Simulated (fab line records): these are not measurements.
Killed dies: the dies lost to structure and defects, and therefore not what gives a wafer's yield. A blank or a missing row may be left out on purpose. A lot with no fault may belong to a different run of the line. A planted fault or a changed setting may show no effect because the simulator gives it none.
fab line records | flow n5Finfet
[record] lots = 6 | wafers = 18 | lastDay = 17
route steps=1938 shown MIM_BOT_LITHO@1855 MIM_BOT_ETCH@1866 PASSIVATION@1936
lots that met no fault: taken from a fault-free run of the same line
startH: start of the lot's first displayed wafer, in hours after the record's first day | waitH: hours elapsed since this lot's preceding step | " identical to the entry in the row above | L1.1+2: a single row standing in for several wafers | - no value, or no start was given | * or withheld: withheld | < > ~ a bound
route shown NAME@n: names a module that has steps shown in the file, with the first one's number in the route | usual: the fault-free wafers' mean and standard deviation | same: alike in all rows | chamber/n: place in a boat | sites: each site's reading | _std_site: the standard deviation of these | _edge_site: inner sites' mean taken away from outer sites' mean | radiusMm: for every site, how far away it sits from the centre of the wafer | mask NAME#n: copy n | behind: the tool/chamber that last shaped the wafer | hold: cause of the lot's hold/its duration in hours/its outcome | device: transistor that didn't switch, given as n, p or np | end of line: tests of these same wafers at the route's end | a step with no rows: only its recipe | killed: not the wafer's yield, but the dies lost to structure and defects at the first sort | map: the dies of a wafer, with x for killed, . for not killed, _ for no die there
set.NAME: the setting as run; set.NAME@STEP: as run at that earlier step | model.NAME: the simulator's own value behind a step, which no gauge read
certain route steps with their lots: each step a table, each wafer a row
services: a tool's chamber out of use, with start hour (startH, from the record's first day; less than 0 if before it), hours out, and reason
[[steps]]
[step N5_MIM_BOT_LITHO_COAT_02]
[recipe] spinRpm = * | resistThkNm = *
[step N5_MIM_BOT_LITHO_EBR_04]
[recipe] solvent = PGMEA | ebrWidthMm = 1.5
[step N5_MIM_BOT_LITHO_SOFTBAKE_03]
[recipe] tempC = 100 | timeS = 90
[step N5_MIM_BOT_LITHO_EXPOSE_05]
[recipe] maskId = MIM_BOT | na = 0.55 | sourceShape = conventional | sigmaOuter = 0.8 | polarization = unpolarized | doseMj = 24.25
[step N5_MIM_BOT_LITHO_PEB_06]
[recipe] pebTempC = withheld | pebTimeS = *
[step N5_MIM_BOT_LITHO_DEVELOP_07]
[recipe] developTimeS = 60 | rinseLiquid = diw | dry = airSpin | devTempC = 21
[step N5_MIM_BOT_LITHO_HARDBAKE_09]
[recipe] tempC = 130 | timeS = 120
[step N5_MIM_BOT_LITHO_CD_MEAS_08]
[recipe] targetCdNm = 3000 | landingEnergyEv = 500 | detector = seInlens | polarity = opening
[usual] cdNm = 3000.6/3
lot.wafer | tool     | chamber | startH | waitH | cdNm
L959.1    | cdSem-01 | 0       | 313.04 | -     | 3000.7
L959.2    | "        | 0       | "      | "     | 2997.9
L959.3    | "        | 0       | "      | "     | 2996.8
L961.1    | cdSem-02 | 0       | 316.13 | -     | 2998.2
L961.2    | "        | 0       | "      | "     | 3004.8
L961.6    | "        | 0       | "      | "     | 2998.0
L966.2    | cdSem-02 | 0       | 369.24 | -     | 3001.0
L966.3    | "        | 0       | "      | "     | 2999.5
L966.5    | "        | 0       | "      | "     | 3001.4
L971.3    | cdSem-01 | 0       | 385.19 | -     | 3002.6
L971.4    | "        | 0       | "      | "     | 2998.1
L971.5    | "        | 0       | "      | "     | 2999.6
L972.1    | cdSem-02 | 0       | 391.24 | -     | 2997.3
L972.5    | "        | 0       | "      | "     | 2999.6
L972.6    | "        | 0       | "      | "     | 2996.7
L974.1    | cdSem-03 | 0       | 401.96 | -     | 3002.1
L974.2    | "        | 0       | "      | "     | 2999.8
L974.3    | "        | 0       | "      | "     | 3002.4
[step N5_MIM_BOT_LITHO_OVL_MEAS_11]
[recipe] pointsPerWafer = 44
[usual] MIM_BOT_OVL = -1/5
lot.wafer | tool       | chamber | startH | waitH | MIM_BOT_OVL[nm]
L959.1    | overlay-02 | 0       | 313.07 | 0.0   | -2
L959.2    | "          | 0       | "      | "     | -8
L959.3    | "          | 0       | "      | "     | -11
L961.1    | overlay-02 | 0       | 316.16 | 0.0   | -3
L961.2    | "          | 0       | "      | "     | 7
L961.6    | "          | 0       | "      | "     | 3
L966.2    | overlay-02 | 0       | 369.28 | 0.0   | 0
L966.3    | "          | 0       | "      | "     | -9
L966.5    | "          | 0       | "      | "     | 5
L971.3    | overlay-02 | 0       | 385.22 | 0.0   | 2
L971.4    | "          | 0       | "      | "     | 1
L971.5    | "          | 0       | "      | "     | -1
L972.1    | overlay-02 | 0       | 391.27 | 0.0   | 2
L972.5    | "          | 0       | "      | "     | 7
L972.6    | "          | 0       | "      | "     | 3
L974.1    | overlay-02 | 0       | 401.99 | 0.0   | 1
L974.2    | "          | 0       | "      | "     | -6
L974.3    | "          | 0       | "      | "     | -3
[step N5_MIM_BOT_LITHO_INSPECT_12]
[recipe] mode = adi | inspectInstrument = macro
[usual] rawDefectCount = 1.9/1.4
lot.wafer | tool             | chamber | startH | waitH | rawDefectCount
L959.1    | defectInspect-01 | -       | 313.09 | 0.0   | 1
L959.2    | "                | -       | "      | "     | 1
L959.3    | "                | -       | "      | "     | 1
L961.1    | defectInspect-02 | -       | 316.19 | 0.0   | 2
L961.2    | "                | -       | "      | "     | 0
L961.6    | "                | -       | "      | "     | 1
L966.2    | defectInspect-02 | -       | 369.30 | 0.0   | 1
L966.3    | "                | -       | "      | "     | 2
L966.5    | "                | -       | "      | "     | 2
L971.3    | defectInspect-01 | -       | 385.24 | 0.0   | 4
L971.4    | "                | -       | "      | "     | 4
L971.5    | "                | -       | "      | "     | 2
L972.1    | defectInspect-01 | -       | 391.30 | 0.0   | 0
L972.5    | "                | -       | "      | "     | 1
L972.6    | "                | -       | "      | "     | 0
L974.1    | defectInspect-02 | -       | 402.01 | 0.0   | 2
L974.2    | "                | -       | "      | "     | 2
L974.3    | "                | -       | "      | "     | 1
[step N5_MIM_BOT_LITHO_DESCUM_10]
[recipe] chemistry = O2 | timeS = 7.9 | sourcePowerW = 50 | biasPowerW = 20 | pressureMtorr = 20 | rfFrequencyHz = 2.712e+07 | tempC = 40 | o2FlowSccm = 225
[usual] chamberPressureMTorr = 20.001/0.022 | drypumpMotorCurrentA = 5.6/0.54 | oesProductAu = 0.78/0.089 | rfFwdPowerW = 49.70/0.15 | rfVppV = 242.9/1.3 | showerheadPlenumPTorr = 2.08/0.067 | throttleValvePct = 20.43/0.29
lot.wafer | tool       | chamber | startH | waitH | chamberPressureMTorr | drypumpMotorCurrentA | oesProductAu | rfFwdPowerW | rfHoursCounterH | rfVppV | showerheadPlenumPTorr | throttleValvePct
L959.1    | rieDiel-06 | 3       | 313.13 | 0.0   | 19.960               | 4.8                  | 0.84         | 49.93       | 81              | 241.3  | 2.03                  | 20.01
L959.2    | "          | 0       | "      | "     | 19.981               | 5.3                  | 0.72         | 49.83       | 221             | 243.9  | 2.12                  | 20.49
L959.3    | "          | 2       | "      | "     | 20.018               | 5.4                  | 0.87         | 49.78       | 50              | 244.9  | 2.14                  | 20.54
L961.1    | rieDiel-05 | 1       | 316.22 | 0.0   | 19.996               | 4.9                  | 0.68         | 49.79       | 239             | 242.1  | 2.07                  | 20.27
L961.2    | "          | 0       | "      | "     | 19.998               | 6.3                  | 0.76         | 49.66       | 175             | 240.4  | 1.96                  | 20.16
L961.6    | "          | 0       | "      | "     | 20.033               | 6.3                  | 0.76         | 49.88       | -               | 243.2  | 1.96                  | 20.16
L966.2    | rieDiel-02 | 1       | 369.33 | 0.0   | 20.015               | 5.8                  | 0.70         | 49.88       | 208             | 243.6  | 2.10                  | 20.93
L966.3    | "          | 2       | "      | "     | 20.006               | 5.1                  | 0.99         | 49.56       | 6               | 244.8  | 2.15                  | 20.24
L966.5    | "          | 3       | "      | "     | 20.044               | 5.3                  | 0.84         | 49.51       | -               | 243.8  | 2.14                  | 20.83
L971.3    | rieDiel-06 | 1       | 385.28 | 0.0   | 20.025               | 6.5                  | 0.78         | 49.57       | 145             | 243.0  | 2.10                  | 20.09
L971.4    | "          | 2       | "      | "     | 20.008               | 5.4                  | 0.84         | 49.76       | 74              | 243.4  | 2.13                  | 20.58
L971.5    | "          | 1       | "      | "     | 20.019               | 6.5                  | 0.78         | 49.67       | -               | 242.1  | 2.10                  | 20.11
L972.1    | rieDiel-05 | 1       | 391.35 | 0.0   | 19.977               | 4.9                  | 0.66         | 49.50       | 270             | 241.8  | 2.06                  | 20.31
L972.5    | "          | 1       | "      | "     | 19.982               | 4.9                  | 0.66         | 49.79       | -               | 241.3  | 2.06                  | 20.30
L972.6    | "          | 0       | "      | "     | 20.004               | 6.3                  | 0.73         | 49.60       | -               | 241.1  | 1.95                  | 20.20
L974.1    | rieDiel-05 | 1       | 403.25 | 1.2   | 19.948               | 4.9                  | 0.66         | 49.69       | 271             | 244.0  | 2.05                  | 20.32
L974.2    | "          | 0       | "      | "     | 19.997               | 6.3                  | 0.73         | 49.60       | 218             | 239.9  | 1.95                  | 20.21
L974.3    | "          | 1       | "      | "     | 19.993               | 4.9                  | 0.66         | 49.63       | -               | 243.5  | 2.05                  | 20.31
[step N5_MIM_BOT_ETCH_ETCH_04]
[recipe] chemistry = CF4/O2 | target = SiNx | targetDepthA = 260 | timeS = 13 | ionEnergyEv = 100 | pressureMtorr = 40 | sourceW = 535 | biasW = 49 | Ar_flow_sccm = 100 | cf4FlowSccm = 100 | O2_flow_sccm = 10
[usual] biasW = 49.00/0.14 | chamberPressureMTorr = 40.00/0.037 | drypumpMotorCurrentA = 5.6/0.55 | oes_f_703_au = 0.78/0.099 | oesProductAu = 0.78/0.097 | rfFwdPowerW = 532.4/1.8 | rfVppV = 236/6.1 | showerheadPlenumPTorr = 2.19/0.051 | throttleValvePct = 15.98/0.24
lot.wafer | tool       | chamber | startH | waitH | biasW | chamberPressureMTorr | drypumpMotorCurrentA | oes_f_703_au | oesProductAu | rfFwdPowerW | rfHoursCounterH | rfVppV | showerheadPlenumPTorr | throttleValvePct
L959.1    | rieDiel-06 | 3       | 313.19 | 0.0   | 49.04 | 40.00                | 4.8                  | 0.80         | 0.81         | 534.5       | 81              | 244    | 2.14                  | 15.56
L959.2    | "          | 0       | "      | "     | 48.95 | 40.01                | 5.3                  | 0.71         | 0.71         | 535.3       | 221             | 232    | 2.26                  | 16.29
L959.3    | "          | 2       | "      | "     | 49.04 | 40.01                | 5.4                  | 0.86         | 0.87         | 531.7       | 50              | 243    | 2.21                  | 15.83
L961.1    | rieDiel-05 | 1       | 316.29 | 0.0   | 49.12 | 40.03                | 4.9                  | 0.63         | 0.65         | 535.0       | 239             | 237    | 2.19                  | 15.97
L961.2    | "          | 0       | "      | "     | 49.38 | 40.06                | 6.3                  | 0.75         | 0.75         | 534.7       | 175             | 231    | 2.11                  | 16.04
L961.6    | "          | 0       | "      | "     | 48.98 | 40.02                | 6.3                  | 0.75         | 0.74         | 531.7       | -               | 233    | 2.11                  | 16.04
L966.2    | rieDiel-02 | 1       | 369.40 | 0.0   | 49.01 | 40.07                | 5.7                  | 0.72         | 0.70         | 532.5       | 208             | 239    | 2.18                  | 16.32
L966.3    | "          | 2       | "      | "     | 49.27 | 39.97                | 5.1                  | 1.04         | 1.03         | 532.4       | 6               | 237    | 2.25                  | 15.74
L966.5    | "          | 3       | "      | "     | 48.68 | 40.00                | 5.3                  | 0.87         | 0.84         | 529.2       | -               | 229    | 2.24                  | 16.19
L971.3    | rieDiel-06 | 1       | 385.34 | 0.0   | 48.87 | 40.07                | 6.5                  | 0.76         | 0.77         | 528.2       | 145             | 240    | 2.19                  | 15.53
L971.4    | "          | 2       | "      | "     | 49.08 | 40.02                | 5.4                  | 0.83         | 0.84         | 532.3       | 74              | 242    | 2.20                  | 15.85
L971.5    | "          | 1       | "      | "     | 48.87 | 40.00                | 6.5                  | 0.77         | 0.77         | 531.7       | -               | 240    | 2.19                  | 15.56
L972.1    | rieDiel-05 | 1       | 391.45 | 0.1   | 48.92 | 40.02                | 5.0                  | 0.61         | 0.62         | 529.8       | 270             | 237    | 2.18                  | 16.03
L972.5    | "          | 1       | "      | "     | 48.82 | 39.98                | 4.9                  | 0.61         | 0.61         | 529.9       | -               | 237    | 2.18                  | 16.01
L972.6    | "          | 0       | "      | "     | 49.10 | 39.98                | 6.3                  | 0.72         | 0.71         | 532.9       | -               | 230    | 2.10                  | 16.10
L974.1    | rieDiel-05 | 1       | 403.35 | 0.1   | 48.90 | 39.89                | 4.9                  | 0.61         | 0.63         | 533.1       | 271             | 236    | 2.18                  | 16.02
L974.2    | "          | 0       | "      | "     | 48.91 | 40.00                | 6.3                  | 0.71         | 0.71         | 532.9       | 218             | 231    | 2.10                  | 16.12
L974.3    | "          | 1       | "      | "     | 49.00 | 39.97                | 4.9                  | 0.61         | 0.63         | 534.0       | -               | 235    | 2.18                  | 16.03
[step N5_MIM_BOT_ETCH_ETCH_03]
[recipe] chemistry = Cl2/BCl3 | targetDepthA = 120 | pressureMtorr = 8 | icpW = 800 | biasW = 100 | Cl2_flow_sccm = 20 | bcl3FlowSccm = 80
[usual] biasW = 100.01/0.28 | chamberPressureMTorr = 8.000/0.0074 | drypumpMotorCurrentA = 5.7/0.37 | oesProductAu = 0.81/0.077 | rfFwdPowerW = 794/3.1 | throttleValvePct = 27.6/0.46
lot.wafer | tool        | chamber | startH | waitH | biasW  | chamberPressureMTorr | drypumpMotorCurrentA | oesProductAu | rfFwdPowerW | rfHoursCounterH | throttleValvePct | model.etch.depthNm
L959.1    | rieMetal-01 | 0       | 313.28 | 0.1   | 99.87  | 7.997                | 5.2                  | 0.93         | 793         | 4               | 27.0             | 12.49
L959.2    | "           | 1       | "      | "     | 99.70  | 7.995                | 6.2                  | 0.90         | 794         | 3               | 28.1             | 11.68
L959.3    | "           | 1       | "      | "     | 99.82  | 7.986                | 6.2                  | 0.90         | 799         | -               | 28.1             | 11.64
L961.1    | rieMetal-02 | 1       | 316.37 | 0.1   | 100.49 | 8.003                | 5.6                  | 0.79         | 788         | 35              | 28.1             | 11.44
L961.2    | "           | 1       | "      | "     | 99.89  | 8.001                | 5.6                  | 0.79         | 786         | -               | 28.1             | 11.51
L961.6    | "           | 1       | "      | "     | 100.19 | 8.006                | 5.6                  | 0.79         | 786         | -               | 28.1             | 11.6
L966.2    | rieMetal-01 | 1       | 369.49 | 0.1   | 117.17 | 8.004                | 6.2                  | 0.89         | 798         | 8               | 28.1             | 12.22
L966.3    | "           | 0       | "      | "     | 117.63 | 7.988                | 5.2                  | 0.94         | 794         | -               | 27.0             | 13.27
L966.5    | "           | 0       | "      | "     | 117.36 | 7.995                | 5.2                  | 0.94         | 792         | -               | 27.0             | 13.3
L971.3    | rieMetal-01 | 1       | 385.46 | 0.1   | 117.64 | 7.998                | 6.2                  | 0.88         | 797         | -               | 28.2             | 12.2
L971.4    | "           | 0       | "      | "     | 117.41 | 8.012                | 5.2                  | 0.93         | 794         | -               | 27.0             | 13.31
L971.5    | "           | 0       | "      | "     | 117.55 | 7.986                | 5.2                  | 0.93         | 798         | -               | 27.0             | 13.37
L972.1    | rieMetal-03 | 1       | 391.57 | 0.1   | 99.83  | 8.010                | 6.2                  | 0.77         | 793         | 42              | 27.4             | 12.18
L972.5    | "           | 1       | "      | "     | 100.29 | 7.995                | 6.2                  | 0.77         | 791         | -               | 27.4             | 12.13
L972.6    | "           | 1       | "      | "     | 99.83  | 8.001                | 6.2                  | 0.77         | 794         | -               | 27.4             | 12.08
L974.1    | rieMetal-02 | 0       | 403.47 | 0.1   | 100.04 | 8.000                | 5.8                  | 0.93         | 793         | 6               | 27.9             | 12.21
L974.2    | "           | 1       | "      | "     | 99.86  | 7.997                | 5.6                  | 0.77         | 791         | 43              | 28.1             | 11.55
L974.3    | "           | 0       | "      | "     | 100.29 | 7.998                | 5.8                  | 0.94         | 793         | -               | 27.9             | 12.32
[step N5_MIM_BOT_ETCH_ETCH_00]
[recipe] chemistry = Cl2/BCl3 | target = TiN | targetDepthA = 455 | ionEnergyEv = 150 | pressureMtorr = 10 | icpW = 1000 | biasW = 126 | Cl2_flow_sccm = 53.25 | bcl3FlowSccm = 21.75 | Ar_flow_sccm = 25
[usual] biasW = 125.9/0.38 | chamberPressureMTorr = 10.000/0.01 | drypumpMotorCurrentA = 5.7/0.38 | oesProductAu = 0.81/0.078 | rfFwdPowerW = 994/3.5 | throttleValvePct = 22.1/0.33
lot.wafer | tool        | chamber | startH | waitH | biasW | chamberPressureMTorr | drypumpMotorCurrentA | oesProductAu | rfFwdPowerW | rfHoursCounterH | throttleValvePct
L959.1    | rieMetal-01 | 0       | 313.37 | 0.1   | 125.8 | 9.997                | 5.2                  | 0.93         | 1000        | 4               | 21.6
L959.2    | "           | 1       | "      | "     | 125.8 | 9.996                | 6.2                  | 0.91         | 993         | 4               | 22.3
L959.3    | "           | 1       | "      | "     | 125.5 | 10.009               | 6.2                  | 0.90         | 1000        | -               | 22.3
L961.1    | rieMetal-02 | 1       | 316.55 | 0.1   | 125.7 | 9.993                | 5.6                  | 0.79         | 993         | 35              | 22.4
L961.2    | "           | 1       | "      | "     | 125.7 | 9.982                | 5.6                  | 0.79         | 991         | -               | 22.4
L961.6    | "           | 1       | "      | "     | 125.6 | 9.993                | 5.6                  | 0.79         | 993         | -               | 22.4
L966.2    | rieMetal-01 | 1       | 369.58 | 0.1   | 125.9 | 10.009               | 6.2                  | 0.87         | 993         | 8               | 22.3
L966.3    | "           | 0       | "      | "     | 125.4 | 9.993                | 5.2                  | 0.91         | 994         | -               | 21.5
L966.5    | "           | 0       | "      | "     | 124.9 | 10.004               | 5.2                  | 0.91         | 990         | -               | 21.6
L971.3    | rieMetal-01 | 1       | 385.56 | 0.1   | 126.1 | 9.995                | 6.2                  | 0.86         | 991         | -               | 22.3
L971.4    | "           | 0       | "      | "     | 126.6 | 10.019               | 5.2                  | 0.90         | 1000        | -               | 21.5
L971.5    | "           | 0       | "      | "     | 126.3 | 9.987                | 5.2                  | 0.91         | 998         | -               | 21.5
L972.1    | rieMetal-03 | 1       | 391.75 | 0.1   | 126.5 | 9.992                | 6.2                  | 0.77         | 994         | 42              | 21.9
L972.5    | "           | 1       | "      | "     | 125.7 | 9.997                | 6.2                  | 0.77         | 993         | -               | 21.9
L972.6    | "           | 1       | "      | "     | 125.8 | 9.997                | 6.2                  | 0.77         | 990         | -               | 21.9
L974.1    | rieMetal-02 | 0       | 403.56 | 0.1   | 126.2 | 10.010               | 5.8                  | 0.94         | 996         | 6               | 22.2
L974.2    | "           | 1       | "      | "     | 126.4 | 10.009               | 5.6                  | 0.77         | 993         | 43              | 22.5
L974.3    | "           | 0       | "      | "     | 126.2 | 10.004               | 5.8                  | 0.94         | 996         | -               | 22.2
[step N5_PASSIVATION_PROBE_49]
[usual] defectLimitedYield = 91.3/1.4 | killed_at_M0_to_M3 = 36/10 | killed_at_M4_up = 13/5.4 | killedAtContacts = 12/5.3 | killedAtFrontEnd = 39/10 | killedAtOther = 3.2/2.7 | killedDies = 103/16 | killedOpen = 68/13 | killedShort = 33/6.6 | sort_bin_4_leakage = 0.01/0.031 | sort_bin_5_function = 5.1/0.92 | sort_bin_6_memory = 3.3/0.68 | sort_bin_8_speed = 0.1/0.41 | sortNPass = 1077/17
[same] grossDies = 1180 | killedAtBackSide = 0
lot.wafer | tool      | chamber | startH | waitH | defectLimitedYield[%] | killed_at_M0_to_M3 | killed_at_M4_up | killedAtContacts | killedAtFrontEnd | killedAtOther | killedDies | killedOpen | killedShort | sort_bin_4_leakage[%] | sort_bin_5_function[%] | sort_bin_6_memory[%] | sort_bin_8_speed[%] | sortNPass
L959.1    | prober-01 | -       | 323.45 | 0.0   | 91.8                  | 26                 | 13              | 13               | 42               | 3             | 97         | 65         | 30          | 0                     | 4.9                    | 3.0                  | 0                   | 1083
L959.2    | prober-01 | -       | 323.50 | 0.1   | 90.4                  | 61                 | 10              | 11               | 30               | 1             | 113        | 84         | 28          | 0                     | 5.5                    | 4.0                  | 0.1                 | 1066
L959.3    | prober-01 | -       | 323.55 | 0.1   | 91.2                  | 47                 | 11              | 11               | 33               | 2             | 104        | 69         | 32          | 0                     | 5.5                    | 3.2                  | 0.3                 | 1072
L972.1    | prober-01 | -       | 402.36 | 0.0   | 91.9                  | 36                 | 8               | 17               | 34               | 0             | 95         | 55         | 38          | 0                     | 4.4                    | 3.3                  | 0                   | 1085
L972.5    | prober-01 | -       | 402.56 | 0.2   | 90.3                  | 57                 | 3               | 20               | 33               | 1             | 114        | 82         | 31          | 0                     | 5.5                    | 3.8                  | 0                   | 1066
L972.6    | prober-01 | -       | 402.61 | 0.3   | 90.2                  | 41                 | 11              | 27               | 33               | 4             | 116        | 87         | 26          | 0                     | 4.9                    | 4.7                  | 0                   | 1064
L974.1    | prober-02 | -       | 412.14 | 0.0   | 90.8                  | 45                 | 15              | 6                | 40               | 2             | 108        | 67         | 37          | 0                     | 5.8                    | 3.1                  | 0                   | 1072
L974.2    | prober-02 | -       | 412.19 | 0.1   | 91.9                  | 47                 | 8               | 11               | 24               | 6             | 96         | 61         | 35          | 0                     | 4.4                    | 3.3                  | 0                   | 1084
L974.3    | prober-02 | -       | 412.24 | 0.1   | 90.8                  | 57                 | 9               | 10               | 30               | 3             | 109        | 66         | 35          | 0                     | 5.3                    | 2.6                  | 0                   | 1071
// killed by level:class
L959.1 STI_FIN_REVEAL:geometricParticle:open=9 MOL_CONTACT_COAG:geometricParticle:open=9 BEOL_M2:geometricParticle:open=7 FIN_SAQP:geometricParticle:open=5 GATE_CUT:geometricParticle:short=5 BEOL_M1:geometricParticle:open=4 BEOL_M11:geometricParticle:open=4 FIN_SAQP:geometricParticle:short=3
L959.2 BEOL_M2:geometricParticle:open=26 MOL_CONTACT_COAG:geometricParticle:open=11 FIN_SAQP:geometricParticle:short=9 BEOL_M0_SAQP:geometricParticle:short=8 BEOL_M3:geometricParticle:open=7 BEOL_M0_SAQP:geometricParticle:open=6 FIN_SAQP:geometricParticle:open=5 STI_FIN_REVEAL:geometricParticle:open=4
L959.3 BEOL_M2:geometricParticle:open=11 FIN_SAQP:geometricParticle:open=10 BEOL_M0_SAQP:geometricParticle:short=10 MOL_CONTACT_COAG:geometricParticle:open=9 BEOL_M1:geometricParticle:open=7 BEOL_M3:geometricParticle:open=6 BEOL_M0_SAQP:geometricParticle:open=5 FIN_SAQP:geometricParticle:short=4
L972.1 MOL_CONTACT_COAG:geometricParticle:open=14 BEOL_M0_SAQP:geometricParticle:short=9 STI_FIN_REVEAL:geometricParticle:open=8 STI_FIN_REVEAL:geometricParticle:short=6 GATE_CUT:geometricParticle:short=6 BEOL_M0_SAQP:geometricParticle:open=6 BEOL_M3:geometricParticle:open=5 BEOL_M4:geometricParticle:open=5
L972.5 STI_FIN_REVEAL:geometricParticle:open=17 MOL_CONTACT_COAG:geometricParticle:open=15 BEOL_M2:geometricParticle:open=15 BEOL_M0_SAQP:geometricParticle:short=9 BEOL_M3:geometricParticle:open=9 BEOL_M0:geometricParticle:open=6 BEOL_M1:geometricParticle:open=6 MOL_CONTACT_COAG:geometricParticle:short=5
L972.6 MOL_CONTACT_COAG:geometricParticle:open=23 BEOL_M1:geometricParticle:open=12 BEOL_M2:geometricParticle:open=11 STI_FIN_REVEAL:geometricParticle:open=7 BEOL_M0_SAQP:geometricParticle:open=6 BEOL_M4:geometricParticle:open=6 FIN_SAQP:geometricParticle:open=4 FIN_SAQP:geometricParticle:short=4
L974.1 BEOL_M1:geometricParticle:open=13 BEOL_M3:geometricParticle:open=13 FIN_SAQP:geometricParticle:short=9 FIN_SAQP:geometricParticle:open=9 BEOL_M4:geometricParticle:open=8 STI_FIN_REVEAL:geometricParticle:open=6 BEOL_M2:geometricParticle:short=5 BEOL_M0_SAQP:geometricParticle:short=4
L974.2 BEOL_M0_SAQP:geometricParticle:short=12 BEOL_M0_SAQP:geometricParticle:open=11 MOL_CONTACT_COAG:geometricParticle:open=8 BEOL_M2:geometricParticle:short=7 BEOL_M2:geometricParticle:open=6 BEOL_M3:geometricParticle:open=5 FIN_SAQP:geometricParticle:open=4 ILD0:geometricParticle:open=4
L974.3 BEOL_M2:geometricParticle:open=18 BEOL_M3:geometricParticle:open=12 BEOL_M0_SAQP:geometricParticle:short=9 MOL_CONTACT_COAG:geometricParticle:open=8 BEOL_M0_SAQP:geometricParticle:open=6 HKMG_FIN:areaEtch=6 STI_FIN_REVEAL:geometricParticle:open=5 BEOL_M1:geometricParticle:open=4
[[services]]
tool        | chamber | startH | hours | kind
rieMetal-02 | 0       | 314.15 | -     | clean
rieMetal-02 | 0       | 314.15 | 19.6  | scheduledDown
rieMetal-02 | 0       | 314.15 | 19.6  | ventCycle
rieDiel-02  | 2       | 321.25 | -     | clean
rieDiel-02  | 2       | 321.25 | -     | consumableReplace:focusRing
rieDiel-02  | 2       | 321.25 | 26.4  | scheduledDown
rieDiel-02  | 2       | 321.25 | 26.4  | ventCycle
rieMetal-02 | -       | 331.82 | 0.9   | repair
rieDiel-02  | 1       | 334.26 | 5.1   | repair
rieMetal-01 | -       | 373.97 | 2.8   | pm
rieDiel-05  | 2       | 374.65 | 24.2  | repair
rieMetal-03 | 0       | 387.08 | 9.1   | repair
rieDiel-06  | 0       | 396.96 | -     | clean
rieDiel-06  | 0       | 396.96 | -     | consumableReplace:focusRing
rieDiel-06  | 0       | 396.96 | 16.0  | scheduledDown
rieDiel-06  | 0       | 396.96 | 16.0  | ventCycle
rieDiel-05  | 2       | 401.37 | 11.0  | repair
rieDiel-02  | 3       | 401.91 | 5.7   | repair
[[key]]
[firstSign] step = N5_MIM_BOT_ETCH_ETCH_03 | reading = biasW | direction = up | sigmas = 61 | usual = * | struck = *
effect none on later readings
[modelEffect] step = N5_MIM_BOT_ETCH_ETCH_03 | value = etch.depthNm | without = 12.2 | struck = 12.94
metAt N5_MIM_BOT_ETCH_ETCH_03
struckWafers L966.2,L966.3,L966.5,L971.3,L971.4,L971.5
onsetBetween 313.28 369.49
[fault] kind = processParameterDrift | tool = rieMetal-01 | chamber = - | onsetH = 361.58 | steps = N5_MIM_BOT_ETCH_ETCH_03 | channel = biasW | offset = * | shape = step | endH = 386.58 | actsIn = * | stated = *
